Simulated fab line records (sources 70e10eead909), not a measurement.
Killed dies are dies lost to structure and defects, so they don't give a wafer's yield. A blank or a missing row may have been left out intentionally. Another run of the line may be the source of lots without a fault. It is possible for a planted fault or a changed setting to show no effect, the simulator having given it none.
Chamber matching ; flow nandHarc ; NHARC_A_BLC_DESCUM_15 on rieDiel-08: 4 sister chambers
The step chemistry O2, time 3 s. 8 wafers are shown with their chamber, then 12 later ones without.

== WAFERS WITH THEIR CHAMBER ==
wafer;chamber;showerheadPlenumPTorr (Torr);drypumpMotorCurrentA (A)
L077.1;1;1.92;6.2
L085.4;0;1.91;6.1
L085.6;2;2.00;5.0
L087.5;3;2.02;5.8
L087.6;2;2.00;5.0
L091.1;1;1.91;6.3
L091.3;0;1.91;6.1
L091.4;3;2.02;5.8

== WAFERS MISSING THEIR CHAMBER ==
wafer;showerheadPlenumPTorr (Torr);drypumpMotorCurrentA (A)
L086.1;2.02;5.8
L086.3;1.91;6.2
L086.6;1.91;6.3
L093.1;1.91;6.1
L093.3;2.02;5.8
L093.4;1.91;6.3
L095.3;1.91;6.2
L095.4;1.99;5.0
L095.6;1.99;5.0
L097.1;1.91;6.2
L097.2;1.91;6.1
L097.4;1.99;5.0

== THE CHAMBER EACH PASSED THROUGH ==
wafer;from the rows above;in truth
L086.1;3;3
L086.3;can't be placed: 1 or 0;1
L086.6;1;1
L093.1;0;0
L093.3;3;3
L093.4;1;1
L095.3;can't be placed: 1 or 0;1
L095.4;2;2
L095.6;2;2
L097.1;can't be placed: 1 or 0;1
L097.2;0;0
L097.4;2;2
9 of 12 placed correctly. Can't be placed from these rows: 3 (the true chamber is among the candidates in 3). Wrongly placed: 0.
How it was worked out, from the rows above alone: a wafer's distance from a chamber is the root of the sum, over the readings, of the square of ((its reading less the chamber's mean) divided by the reading's scatter). If the next closest chamber is less than 2 further off than the closest, the wafer can't be placed; otherwise it belongs to the closest. The mean given for a chamber averages the wafers shown for that chamber. The scatter: the root of (the sum of the squares of (reading less its chamber's mean) over the shown wafers, divided by (wafers less chambers)).
